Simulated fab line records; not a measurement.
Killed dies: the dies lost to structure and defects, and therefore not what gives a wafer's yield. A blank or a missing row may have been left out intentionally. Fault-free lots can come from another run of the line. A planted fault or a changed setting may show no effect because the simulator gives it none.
fab line records	flow n5-finfet
record lots=24	wafers=72	last-day=17
route steps=1938 shown BEOL_M5@1127
lots that met no fault: from a run of the same line without faults
start-h: hours from the record's first day to the start of the lot's first wafer shown	wait-h: hours from the lot's prior step to this one	" repeats the value in the row above	L1.1+2: several wafers, shown together as one row	- either no value or no given start	* or withheld: withheld	< > ~ a bound
route shown NAME@n: NAME is a module with steps in the file, n the number in the route of the first one	usual: the fault-free wafers' mean and standard deviation	same: alike in all rows	chamber/n: place in a boat	sites: per-site readings	_std_site: standard deviation across them	_edge_site: mean of outer sites minus mean of inner sites	radius-mm: how far each site lies from the wafer's centre	mask NAME#n: copy n	behind: the last tool/chamber to shape the wafer	hold: cause of the lot's hold/its duration in hours/its outcome	device: transistor that didn't switch, given as n, p or np	end of line: tests run on the same wafers once the route is complete	for a step that has no rows: nothing shown but its recipe	killed: not the wafer's yield, but the dies lost to structure and defects at the first sort	map: the dies of a wafer, with x for killed, . for not killed, _ for no die there
set.NAME: the setting the step ran with; set.NAME@STEP: the setting that earlier step ran with	model.NAME: the simulator's own value behind a step, which no gauge read
a sample of lots followed through the steps of the route, with each step as a table and each wafer as a row
services: when a tool's chamber went out of use (start-h, in hours from the record's first day, below 0 if earlier), for how many hours, and the reason
## steps
# step N5_BEOL_M5_OVL_MEAS_12
# recipe points-per-wafer=522
# usual M5_OVL=0.2/0.72
lot.wafer	tool	chamber	start-h	wait-h	M5_OVL[nm]
L074.1	overlay-01	0	162.27	0.0	-0.2
L074.3	"	0	"	"	-0.1
L074.6	"	0	"	"	0.2
L076.1	overlay-01	0	171.58	0.0	0.5
L076.4	"	0	"	"	0.3
L076.6	"	0	"	"	0.7
L075.1	overlay-01	0	174.28	0.0	-0.2
L075.3	"	0	"	"	-0.2
L075.6	"	0	"	"	1.2
L077.2	overlay-01	0	195.70	0.0	0.4
L077.3	"	0	"	"	0.7
L077.5	"	0	"	"	1.2
L079.2	overlay-01	0	198.80	0.0	0.8
L079.4	"	0	"	"	-0.2
L079.6	"	0	"	"	0.8
L078.1	overlay-02	0	203.71	0.0	-1.3
L078.2	"	0	"	"	-0.7
L078.5	"	0	"	"	0.3
L081.3	overlay-02	0	204.64	0.0	0.4
L081.5	"	0	"	"	1.5
L081.6	"	0	"	"	0.3
L080.1	overlay-02	0	206.26	0.0	0.0
L080.4	"	0	"	"	0.8
L080.5	"	0	"	"	0.4
L082.1	overlay-01	0	206.65	0.0	-0.4
L082.2	"	0	"	"	0.5
L082.5	"	0	"	"	0.3
L083.2	overlay-01	0	221.39	0.0	0.0
L083.3	"	0	"	"	0.0
L083.4	"	0	"	"	0.6
L084.1	overlay-01	0	224.36	0.0	0.0
L084.2	"	0	"	"	-0.2
L084.3	"	0	"	"	0.4
L085.1	overlay-02	0	233.60	0.0	-0.2
L085.2	"	0	"	"	-1.0
L085.3	"	0	"	"	-0.6
L086.1	overlay-01	0	244.55	0.0	-0.5
L086.2	"	0	"	"	-0.2
L086.4	"	0	"	"	-1.2
L088.2	overlay-02	0	247.22	0.0	-1.1
L088.3	"	0	"	"	-0.3
L088.5	"	0	"	"	0.4
L087.1	overlay-01	0	251.26	0.0	-0.1
L087.5	"	0	"	"	1.5
L087.6	"	0	"	"	1.3
L089.2	overlay-02	0	264.32	0.0	-0.3
L089.5	"	0	"	"	0.7
L089.6	"	0	"	"	-0.4
L090.1	overlay-01	0	266.62	0.0	-0.9
L090.3	"	0	"	"	-1.1
L090.4	"	0	"	"	1.0
L091.1	overlay-02	0	266.84	0.0	-0.6
L091.2	"	0	"	"	0.7
L091.6	"	0	"	"	0.8
L092.1	overlay-01	0	270.11	0.0	1.6
L092.2	"	0	"	"	0.2
L092.4	"	0	"	"	0.7
L093.2	overlay-01	0	278.17	0.0	0.2
L093.5	"	0	"	"	-0.5
L093.6	"	0	"	"	0.0
L094.3	overlay-02	0	286.84	0.0	-0.9
L094.4	"	0	"	"	0.7
L094.5	"	0	"	"	-0.4
L095.1	overlay-01	0	294.03	0.0	1.2
L095.2	"	0	"	"	0.0
L095.6	"	0	"	"	0.2
L096.1	overlay-01	0	310.29	0.0	1.0
L096.2	"	0	"	"	0.5
L096.5	"	0	"	"	0.2
L097.1	overlay-01	0	313.77	0.0	0.3
L097.2	"	0	"	"	0.3
L097.5	"	0	"	"	0.0
# step N5_BEOL_M5_ETCH_62
# recipe chemistry=N2/H2	target=SOC	target-depth-a=750	overetch-a=150	mask-material=SiARC	temp-c=40	time-s=112.5	ion-energy-ev=200	pressure-mtorr=30	source-w=840	bias-w=150	n2-flow-sccm=200	h2-flow-sccm=200
# usual drypump-motor-current-A=5.5/0.44	oes-product-au=0.63/0.079	rf-fwd-power-W=836.5/2.6	rf-vpp-V=524.3/2.3	showerhead-plenum-p-Torr=2.56/0.082	throttle-valve-pct=17.7/0.32
lot.wafer	tool	chamber	start-h	wait-h	drypump-motor-current-A	oes-product-au	rf-fwd-power-W	rf-hours-counter-h	rf-vpp-V	showerhead-plenum-p-Torr	throttle-valve-pct
L074.1	rie-diel-01	2	162.49	0.0	5.4	0.57	836.5	173	522.9	2.55	18.1
L074.3	"	0	"	"	5.3	0.66	836.8	72	528.9	2.69	17.8
L074.6	"	3	"	"	5.7	0.55	836.6	-	525.8	2.62	17.6
L076.1	rie-diel-02	2	171.75	0.0	5.1	0.56	837.4	203	523.4	2.54	17.8
L076.4	"	0	"	"	6.5	0.54	834.4	246	524.9	2.61	17.8
L076.6	"	2	"	"	5.1	0.56	839.5	-	522.9	2.54	17.8
L075.1	rie-diel-01	3	174.45	0.0	5.7	0.55	836.4	192	526.2	2.62	17.6
L075.3	"	2	"	"	5.4	0.57	830.3	177	523.7	2.55	18.1
L075.6	"	0	"	"	5.3	0.66	835.1	-	526.7	2.68	17.8
L077.2	rie-diel-04	1	196.36	0.0	5.1	0.79	837.0	0	527.0	2.61	17.5
L077.3	"	0	"	"	5.4	0.72	836.7	22	521.8	2.49	17.6
L077.5	"	2	"	"	4.7	0.70	835.7	-	528.2	2.72	17.7
L079.2	rie-diel-01	2	198.97	0.0	5.4	0.57	832.7	185	524.2	2.55	18.1
L079.4	"	0	"	"	5.4	0.65	838.4	85	526.5	2.68	17.8
L079.6	"	1	"	"	6.0	0.77	838.7	-	523.0	2.48	17.1
L078.1	rie-diel-01	0	203.94	0.0	5.4	0.64	834.9	85	529.0	2.68	17.8
L078.2	"	2	"	"	5.4	0.57	838.7	186	524.4	2.55	18.1
L078.5	"	2	"	"	5.4	0.57	839.0	-	525.2	2.55	18.1
L081.3	rie-diel-04	2	204.80	0.0	4.8	0.69	838.4	31	527.6	2.71	17.7
L081.5	"	0	"	"	5.4	0.72	835.2	-	522.7	2.49	17.6
L081.6	"	3	"	"	5.9	0.56	833.3	-	519.9	2.40	18.1
L080.1	rie-diel-01	0	206.43	0.0	5.4	0.65	837.9	86	528.2	2.68	17.8
L080.4	"	3	"	"	5.7	0.54	838.9	202	526.5	2.61	17.7
L080.5	"	1	"	"	6.0	0.75	838.5	-	523.0	2.47	17.1
L082.1	rie-diel-01	0	206.82	0.0	5.4	0.64	838.3	86	527.8	2.68	17.8
L082.2	"	1	"	"	6.0	0.76	835.3	8	521.9	2.47	17.1
L082.5	"	0	"	"	5.3	0.65	835.5	-	526.7	2.68	17.8
L083.2	rie-diel-01	1	221.72	0.0	6.0	0.75	834.8	12	522.9	2.47	17.1
L083.3	"	0	"	"	5.3	0.65	835.1	90	526.6	2.68	17.8
L083.4	"	2	"	"	5.4	0.57	835.0	190	523.9	2.55	18.1
L084.1	rie-diel-01	3	224.83	0.0	5.7	0.54	837.9	207	526.8	2.61	17.7
L084.2	"	2	"	"	5.5	0.57	838.5	192	523.6	2.55	18.1
L084.3	"	0	"	"	5.3	0.64	840.2	91	527.2	2.68	17.8
L085.1	rie-diel-01	1	234.16	0.0	6.0	0.74	834.3	16	522.6	2.47	17.1
L085.2	"	0	"	"	5.4	0.64	834.3	94	526.4	2.68	17.8
L085.3	"	2	"	"	5.4	0.56	836.2	194	521.0	2.54	18.1
L086.1	rie-diel-02	3	244.72	0.0	5.0	0.66	839.0	63	522.7	2.48	17.9
L086.2	"	2	"	"	5.1	0.55	837.9	228	524.3	2.53	17.8
L086.4	"	1	"	"	5.6	0.57	834.4	-	526.2	2.61	17.8
L088.2	rie-diel-04	1	247.43	0.0	5.1	0.74	833.6	16	525.7	2.61	17.5
L088.3	"	0	"	"	5.4	0.70	833.4	37	522.9	2.48	17.6
L088.5	"	0	"	"	5.4	0.70	830.7	-	522.4	2.48	17.6
L087.1	rie-diel-01	2	251.43	0.0	5.4	0.57	833.6	200	523.8	2.54	18.1
L087.5	"	2	"	"	5.4	0.56	832.5	-	522.8	2.54	18.2
L087.6	"	1	"	"	6.0	0.73	838.6	-	521.8	2.47	17.1
L089.2	rie-diel-04	1	264.49	0.0	5.1	0.73	835.9	20	524.3	2.60	17.5
L089.5	"	3	"	"	5.9	0.55	833.7	-	520.9	2.39	18.1
L089.6	"	2	"	"	4.7	0.67	836.3	-	527.6	2.71	17.7
L090.1	rie-diel-01	3	266.79	0.0	5.7	0.54	837.5	220	525.4	2.61	17.7
L090.3	"	2	"	"	5.4	0.56	835.8	204	521.9	2.54	18.2
L090.4	"	1	"	"	6.0	0.72	838.2	26	521.6	2.47	17.1
L091.1	rie-diel-02	0	267.08	0.0	6.5	0.71	833.5	16	524.3	2.60	17.3
L091.2	"	2	"	"	5.1	0.55	839.8	235	522.6	2.52	17.8
L091.6	"	2	"	"	5.1	0.55	836.5	-	521.9	2.52	17.8
L092.1	rie-diel-02	2	270.32	0.0	5.1	0.55	838.5	236	522.0	2.52	17.8
L092.2	"	3	"	"	5.0	0.65	837.2	71	523.1	2.47	17.9
L092.4	"	0	"	"	6.5	0.72	834.0	-	524.5	2.60	17.3
L093.2	rie-diel-02	0	278.34	0.0	6.5	0.71	833.4	20	525.5	2.60	17.4
L093.5	"	1	"	"	5.6	0.57	838.8	-	526.8	2.61	17.8
L093.6	"	2	"	"	5.1	0.55	836.8	-	522.6	2.52	17.9
L094.3	rie-diel-02	1	287.24	0.0	5.6	0.57	839.9	190	527.3	2.61	17.8
L094.4	"	2	"	"	5.1	0.54	835.6	242	521.9	2.52	17.9
L094.5	"	0	"	"	6.5	0.71	837.5	-	524.5	2.60	17.4
L095.1	rie-diel-01	3	294.20	0.0	5.7	0.54	837.8	228	527.5	2.60	17.7
L095.2	"	1	"	"	6.0	0.71	836.3	35	522.3	2.46	17.1
L095.6	"	3	"	"	5.7	0.54	836.8	-	526.1	2.60	17.7
L096.1	rie-diel-02	1	310.46	0.0	5.6	0.56	833.5	198	526.8	2.60	17.8
L096.2	"	0	"	"	6.5	0.70	837.8	30	524.2	2.60	17.4
L096.5	"	3	"	"	4.9	0.65	834.3	-	521.4	2.47	18.0
L097.1	rie-diel-04	0	314.26	0.0	5.4	0.68	833.9	56	522.4	2.47	17.6
L097.2	"	2	"	"	4.7	0.65	836.5	65	527.3	2.70	17.7
L097.5	"	0	"	"	5.4	0.68	834.9	-	521.4	2.47	17.6
# step N5_BEOL_M5_CD_MEAS_18
# recipe pitch-nm=56	target-cd-nm=28
# usual cd-nm=28.0/0.36
lot.wafer	tool	chamber	start-h	wait-h	cd-nm
L074.1	cd-sem-01	-	162.84	0.0	28.2
L074.3	"	-	"	"	27.8
L074.6	"	-	"	"	28.2
L076.1	cd-sem-03	-	172.13	0.0	28.6
L076.4	"	-	"	"	28.6
L076.6	"	-	"	"	28.3
L075.1	cd-sem-01	-	174.87	0.0	28.4
L075.3	"	-	"	"	28.4
L075.6	"	-	"	"	28.6
L077.2	cd-sem-01	-	196.71	0.1	28.3
L077.3	"	-	"	"	28.2
L077.5	"	-	"	"	28.5
L079.2	cd-sem-02	-	199.33	0.1	28.0
L079.4	"	-	"	"	27.7
L079.6	"	-	"	"	27.4
L078.1	cd-sem-02	-	204.29	0.0	27.9
L078.2	"	-	"	"	28.3
L078.5	"	-	"	"	28.1
L081.3	cd-sem-03	-	205.15	0.1	28.1
L081.5	"	-	"	"	27.9
L081.6	"	-	"	"	27.5
L080.1	cd-sem-01	-	206.79	0.0	28.2
L080.4	"	-	"	"	27.8
L080.5	"	-	"	"	27.7
L082.1	cd-sem-03	-	207.36	0.0	27.5
L082.2	"	-	"	"	27.9
L082.5	"	-	"	"	27.9
L083.2	cd-sem-02	-	222.19	0.1	27.6
L083.3	"	-	"	"	27.8
L083.4	"	-	"	"	27.5
L084.1	cd-sem-01	-	225.30	0.1	28.1
L084.2	"	-	"	"	27.9
L084.3	"	-	"	"	27.5
L085.1	cd-sem-02	-	234.50	0.0	28.6
L085.2	"	-	"	"	27.8
L085.3	"	-	"	"	27.8
L086.1	cd-sem-01	-	245.07	0.0	28.4
L086.2	"	-	"	"	28.2
L086.4	"	-	"	"	28.5
L088.2	cd-sem-02	-	247.79	0.1	27.9
L088.3	"	-	"	"	27.6
L088.5	"	-	"	"	27.4
L087.1	cd-sem-03	-	251.78	0.0	28.3
L087.5	"	-	"	"	28.0
L087.6	"	-	"	"	27.8
L089.2	cd-sem-03	-	264.84	0.1	28.7
L089.5	"	-	"	"	28.6
L089.6	"	-	"	"	28.0
L090.1	cd-sem-03	-	267.14	0.0	28.1
L090.3	"	-	"	"	28.2
L090.4	"	-	"	"	27.1
L091.1	cd-sem-01	-	267.45	0.0	28.0
L091.2	"	-	"	"	28.0
L091.6	"	-	"	"	28.2
L092.1	cd-sem-03	-	270.67	0.0	27.8
L092.2	"	-	"	"	28.2
L092.4	"	-	"	"	27.6
L093.2	cd-sem-03	-	278.74	0.1	28.3
L093.5	"	-	"	"	28.7
L093.6	"	-	"	"	28.1
L094.3	cd-sem-03	-	287.62	0.1	28.1
L094.4	"	-	"	"	27.7
L094.5	"	-	"	"	27.8
L095.1	cd-sem-02	-	294.55	0.0	28.1
L095.2	"	-	"	"	27.8
L095.6	"	-	"	"	27.9
L096.1	cd-sem-03	-	310.81	0.0	28.5
L096.2	"	-	"	"	28.1
L096.5	"	-	"	"	28.4
L097.1	cd-sem-03	-	314.74	0.0	28.2
L097.2	"	-	"	"	28.3
L097.5	"	-	"	"	28.1
# step N5_BEOL_M5_OVL_MEAS_29
# recipe points-per-wafer=522
# usual V4_OVL=0.0/0.66
lot.wafer	tool	chamber	start-h	wait-h	V4_OVL[nm]
L074.1	overlay-01	0	163.18	0.0	-0.3
L074.3	"	0	"	"	0.2
L074.6	"	0	"	"	0.0
L076.1	overlay-02	0	173.12	0.0	0.0
L076.4	"	0	"	"	0.0
L076.6	"	0	"	"	0.2
L075.1	overlay-02	0	175.26	0.0	0.3
L075.3	"	0	"	"	-0.5
L075.6	"	0	"	"	0.2
L077.2	overlay-01	0	197.18	0.0	0.2
L077.3	"	0	"	"	0.5
L077.5	"	0	"	"	-1.0
L079.2	overlay-01	0	202.45	0.0	-0.3
L079.4	"	0	"	"	-0.7
L079.6	"	0	"	"	-1.1
L078.1	overlay-01	0	204.63	0.0	0.3
L078.2	"	0	"	"	-0.1
L078.5	"	0	"	"	-0.2
L081.3	overlay-02	0	205.51	0.0	-0.5
L081.5	"	0	"	"	-1.0
L081.6	"	0	"	"	-1.1
L080.1	overlay-01	0	209.01	0.0	0.1
L080.4	"	0	"	"	0.2
L080.5	"	0	"	"	0.7
L082.1	overlay-02	0	209.58	0.0	-1.6
L082.2	"	0	"	"	0.5
L082.5	"	0	"	"	0.5
L083.2	overlay-02	0	222.54	0.0	-0.4
L083.3	"	0	"	"	0.0
L083.4	"	0	"	"	-1.2
L084.1	overlay-02	0	226.44	0.0	-0.5
L084.2	"	0	"	"	0.1
L084.3	"	0	"	"	0.8
L085.1	overlay-01	0	234.85	0.0	-0.2
L085.2	"	0	"	"	-1.5
L085.3	"	0	"	"	-1.1
L086.1	overlay-01	0	245.82	0.0	0.8
L086.2	"	0	"	"	0.5
L086.4	"	0	"	"	0.6
L088.2	overlay-02	0	249.96	0.0	0.9
L088.3	"	0	"	"	0.7
L088.5	"	0	"	"	0.9
L087.1	overlay-01	0	253.39	0.0	0.5
L087.5	"	0	"	"	-0.1
L087.6	"	0	"	"	0.6
L089.2	overlay-02	0	265.77	0.0	0.8
L089.5	"	0	"	"	0.5
L089.6	"	0	"	"	0.8
L091.1	overlay-01	0	269.33	0.0	-0.5
L091.2	"	0	"	"	-0.8
L091.6	"	0	"	"	-1.1
L090.1	overlay-02	0	269.38	0.0	-0.7
L090.3	"	0	"	"	-0.3
L090.4	"	0	"	"	-0.9
L092.1	overlay-02	0	272.23	0.0	0.0
L092.2	"	0	"	"	0.5
L092.4	"	0	"	"	0.8
L093.2	overlay-01	0	280.54	0.0	1.2
L093.5	"	0	"	"	0.7
L093.6	"	0	"	"	0.2
L094.3	overlay-02	0	288.37	0.0	-1.2
L094.4	"	0	"	"	-0.4
L094.5	"	0	"	"	-0.7
L095.1	overlay-01	0	295.02	0.0	0.5
L095.2	"	0	"	"	0.9
L095.6	"	0	"	"	0.5
L096.1	overlay-01	0	312.78	0.0	0.0
L096.2	"	0	"	"	-0.3
L096.5	"	0	"	"	-0.3
L097.1	overlay-02	0	315.20	0.0	0.2
L097.2	"	0	"	"	-0.5
L097.5	"	0	"	"	0.3
# step N5_BEOL_M5_STRIP_36
# recipe chemistry=N2/H2	power-w=450	temp-c=40	pressure-mtorr=20	rf-frequency-hz=6e+07	overash-fraction=0.3	bias-power-w=7	h2-frac=0.5	n2-flow-sccm=200	h2-flow-sccm=200
# usual drypump-motor-current-A=5.4/0.49	oes-product-au=0.81/0.097	rf-vpp-V=59.5/1.3	showerhead-plenum-p-Torr=2.56/0.088	throttle-valve-pct=23.55/0.28
# same overash-fraction=0.3
lot.wafer	tool	chamber	start-h	wait-h	drypump-motor-current-A	oes-product-au	rf-hours-counter-h	rf-vpp-V	showerhead-plenum-p-Torr	throttle-valve-pct
L074.1	rie-diel-01	0	163.50	0.0	5.3	0.84	72	58.4	2.68	23.61
L074.3	"	3	"	"	5.7	0.72	188	59.6	2.62	23.31
L074.6	"	2	"	"	5.4	0.72	-	61.7	2.55	23.94
L076.1	rie-diel-02	3	173.45	0.0	5.0	0.87	38	59.9	2.48	23.88
L076.4	"	0	"	"	6.5	0.69	246	60.0	2.61	23.71
L076.6	"	2	"	"	5.1	0.72	-	57.9	2.53	23.63
L075.1	rie-diel-02	1	175.58	0.0	5.6	0.76	156	60.5	2.62	23.43
L075.3	"	3	"	"	5.0	0.86	39	59.6	2.48	23.89
L075.6	"	2	"	"	5.1	0.72	-	58.7	2.53	23.61
L077.2	rie-diel-04	2	197.50	0.0	4.7	0.90	30	60.9	2.71	23.60
L077.3	"	3	"	"	6.0	0.69	221	58.2	2.40	23.82
L077.5	"	2	"	"	4.7	0.88	-	58.9	2.71	23.61
L079.2	rie-diel-02	0	202.77	0.0	6.5	0.97	0	60.9	2.61	23.24
L079.4	"	3	"	"	5.0	0.86	49	58.6	2.48	23.89
L079.6	"	0	"	"	6.5	1.00	-	59.4	2.61	23.23
L078.1	rie-diel-01	3	204.97	0.0	5.7	0.71	201	61.3	2.61	23.33
L078.2	"	0	"	"	5.3	0.81	86	60.5	2.68	23.60
L078.5	"	0	"	"	5.3	0.83	-	60.3	2.68	23.61
L081.3	rie-diel-04	0	205.81	0.0	5.4	0.92	24	59.1	2.48	23.40
L081.5	"	0	"	"	5.4	0.92	-	59.6	2.48	23.40
L081.6	"	3	"	"	5.9	0.69	-	58.1	2.40	23.79
L080.1	rie-diel-02	0	209.46	0.0	6.5	0.96	3	60.2	2.61	23.27
L080.4	"	1	"	"	5.6	0.74	169	60.9	2.61	23.46
L080.5	"	0	"	"	6.5	0.95	-	59.4	2.61	23.25
L082.1	rie-diel-01	2	209.95	0.0	5.5	0.70	188	58.2	2.54	23.95
L082.2	"	1	"	"	6.0	0.95	9	62.0	2.47	22.74
L082.5	"	1	"	"	6.0	0.97	-	58.1	2.47	22.77
L083.2	rie-diel-02	0	222.94	0.0	6.4	0.95	6	62.2	2.60	23.26
L083.3	"	1	"	"	5.6	0.73	173	57.7	2.61	23.45
L083.4	"	2	"	"	5.1	0.71	220	58.9	2.53	23.64
L084.1	rie-diel-01	0	226.76	0.0	5.3	0.81	92	58.3	2.67	23.61
L084.2	"	3	"	"	5.7	0.70	208	59.3	2.61	23.34
L084.3	"	2	"	"	5.4	0.70	192	61.6	2.54	23.92
L085.1	rie-diel-04	1	235.17	0.0	5.1	0.97	12	62.3	2.60	23.43
L085.2	"	2	"	"	4.7	0.87	41	59.9	2.71	23.59
L085.3	"	3	"	"	5.9	0.68	232	59.1	2.39	23.81
L086.1	rie-diel-02	1	246.14	0.0	5.6	0.74	182	61.2	2.61	23.44
L086.2	"	3	"	"	4.9	0.85	63	60.9	2.47	23.89
L086.4	"	1	"	"	5.6	0.73	-	60.7	2.61	23.48
L088.2	rie-diel-02	1	250.27	0.0	5.6	0.73	183	59.8	2.61	23.47
L088.3	"	3	"	"	5.0	0.83	65	59.5	2.47	23.92
L088.5	"	3	"	"	5.0	0.84	-	59.9	2.47	23.90
L087.1	rie-diel-02	1	253.71	0.0	5.6	0.73	184	58.6	2.61	23.45
L087.5	"	3	"	"	4.9	0.84	-	59.2	2.47	23.93
L087.6	"	0	"	"	6.5	0.94	-	60.4	2.60	23.26
L089.2	rie-diel-02	2	266.08	0.0	5.1	0.70	234	59.1	2.52	23.67
L089.5	"	3	"	"	5.0	0.82	-	58.3	2.47	23.90
L089.6	"	0	"	"	6.5	0.92	-	57.7	2.60	23.27
L091.1	rie-diel-04	3	269.65	0.0	6.0	0.67	242	58.2	2.39	23.80
L091.2	"	1	"	"	5.1	0.94	22	61.7	2.60	23.40
L091.6	"	2	"	"	4.8	0.86	-	58.8	2.70	23.63
L090.1	rie-diel-01	1	270.06	0.0	6.0	0.92	26	58.7	2.46	22.76
L090.3	"	3	"	"	5.7	0.68	221	60.1	2.60	23.37
L090.4	"	0	"	"	5.4	0.80	105	61.4	2.67	23.67
L092.1	rie-diel-04	3	272.81	0.0	5.9	0.67	242	58.5	2.39	23.81
L092.2	"	0	"	"	5.4	0.88	43	59.7	2.47	23.42
L092.4	"	1	"	"	5.1	0.93	23	60.0	2.60	23.41
L093.2	rie-diel-04	2	280.85	0.0	4.7	0.85	53	61.1	2.70	23.62
L093.5	"	1	"	"	5.1	0.94	-	57.3	2.60	23.44
L093.6	"	2	"	"	4.7	0.85	-	60.0	2.70	23.64
L094.3	rie-diel-01	1	288.79	0.0	6.0	0.89	33	61.2	2.46	22.83
L094.4	"	0	"	"	5.3	0.79	110	60.3	2.67	23.63
L094.5	"	3	"	"	5.7	0.68	-	59.5	2.60	23.34
L095.1	rie-diel-01	2	295.34	0.0	5.4	0.70	214	58.7	2.53	23.97
L095.2	"	0	"	"	5.3	0.79	112	61.5	2.66	23.63
L095.6	"	0	"	"	5.3	0.79	-	58.9	2.66	23.60
L096.1	rie-diel-04	0	313.47	0.0	5.4	0.85	56	57.6	2.47	23.44
L096.2	"	2	"	"	4.7	0.84	65	57.8	2.70	23.61
L096.5	"	2	"	"	4.7	0.83	-	60.1	2.70	23.66
L097.1	rie-diel-02	3	315.55	0.0	5.0	0.81	87	59.3	2.46	23.92
L097.2	"	1	"	"	5.6	0.72	200	58.2	2.60	23.47
L097.5	"	3	"	"	5.0	0.83	-	58.0	2.46	23.91
# step N5_BEOL_M5_OCD_MEAS_38
# usual trench-depth-nm=72.0/1.5
lot.wafer	tool	chamber	start-h	wait-h	trench-depth-nm
L074.1	ocd-02	-	163.69	-	74.3
L074.3	"	-	"	"	72.2
L074.6	"	-	"	"	70.1
L076.1	ocd-01	-	173.65	-	70.5
L076.4	"	-	"	"	70.8
L076.6	"	-	"	"	69.5
L075.1	ocd-01	-	175.77	-	73.1
L075.3	"	-	"	"	72.4
L075.6	"	-	"	"	69.6
L077.2	ocd-02	-	197.69	-	73.7
L077.3	"	-	"	"	70.3
L077.5	"	-	"	"	73.7
L079.2	ocd-02	-	202.96	-	71.8
L079.4	"	-	"	"	72.6
L079.6	"	-	"	"	70.8
L078.1	ocd-01	-	205.16	-	72.5
L078.2	"	-	"	"	73.7
L078.5	"	-	"	"	73.9
L081.3	ocd-01	-	206.01	-	72.9
L081.5	"	-	"	"	73.3
L081.6	"	-	"	"	70.5
L080.1	ocd-02	-	209.66	-	71.7
L080.4	"	-	"	"	71.6
L080.5	"	-	"	"	71.4
L082.1	ocd-01	-	210.14	-	69.8
L082.2	"	-	"	"	74.4
L082.5	"	-	"	"	74.2
L083.2	ocd-02	-	223.13	-	70.6
L083.3	"	-	"	"	71.1
L083.4	"	-	"	"	69.1
L084.1	ocd-01	-	226.95	-	73.0
L084.2	"	-	"	"	72.3
L084.3	"	-	"	"	69.6
L085.1	ocd-01	-	235.37	-	74.3
L085.2	"	-	"	"	74.3
L085.3	"	-	"	"	69.7
L086.1	ocd-01	-	246.33	-	73.3
L086.2	"	-	"	"	72.2
L086.4	"	-	"	"	72.8
L088.2	ocd-02	-	250.47	-	72.6
L088.3	"	-	"	"	71.9
L088.5	"	-	"	"	72.0
L087.1	ocd-01	-	253.90	-	71.7
L087.5	"	-	"	"	71.4
L087.6	"	-	"	"	72.3
L089.2	ocd-02	-	266.28	-	69.9
L089.5	"	-	"	"	71.3
L089.6	"	-	"	"	70.8
L091.1	ocd-01	-	269.84	-	69.4
L091.2	"	-	"	"	73.6
L091.6	"	-	"	"	73.2
L090.1	ocd-01	-	270.26	-	74.5
L090.3	"	-	"	"	72.1
L090.4	"	-	"	"	72.9
L092.1	ocd-02	-	273.00	-	69.8
L092.2	"	-	"	"	72.3
L092.4	"	-	"	"	72.7
L093.2	ocd-01	-	281.05	-	72.8
L093.5	"	-	"	"	73.3
L093.6	"	-	"	"	73.9
L094.3	ocd-01	-	288.99	-	74.0
L094.4	"	-	"	"	72.6
L094.5	"	-	"	"	72.2
L095.1	ocd-02	-	295.53	-	70.0
L095.2	"	-	"	"	72.5
L095.6	"	-	"	"	72.8
L096.1	ocd-02	-	313.66	-	71.7
L096.2	"	-	"	"	73.1
L096.5	"	-	"	"	73.3
L097.1	ocd-01	-	315.75	-	71.6
L097.2	"	-	"	"	71.2
L097.5	"	-	"	"	71.7
## services
tool	chamber	start-h	hours	kind
rie-diel-01	1	151.64	-	clean
rie-diel-01	1	151.64	-	consumable-replace:focus-ring
rie-diel-01	1	151.64	17.7	scheduled-down
rie-diel-01	1	151.64	17.7	vent-cycle
rie-diel-04	1	178.16	-	clean
rie-diel-04	1	178.16	-	consumable-replace:focus-ring
rie-diel-04	1	178.16	17.2	scheduled-down
rie-diel-04	1	178.16	17.2	vent-cycle
rie-diel-02	0	185.57	-	clean
rie-diel-02	0	185.57	-	consumable-replace:focus-ring
rie-diel-02	0	185.57	15.5	scheduled-down
rie-diel-02	0	185.57	15.5	vent-cycle
rie-diel-01	1	187.31	5.4	repair
rie-diel-02	0	227.10	2.8	repair
rie-diel-02	1	264.14	12.0	repair
rie-diel-04	3	301.14	-	clean
rie-diel-04	3	301.14	-	consumable-replace:focus-ring
rie-diel-04	3	301.14	-	consumable-replace:showerhead
rie-diel-04	3	301.14	14.8	scheduled-down
rie-diel-04	3	301.14	14.8	vent-cycle
rie-diel-02	2	311.35	-	clean
rie-diel-02	2	311.35	-	consumable-replace:focus-ring
rie-diel-02	2	311.35	23.3	scheduled-down
rie-diel-02	2	311.35	23.3	vent-cycle
## key
fault none
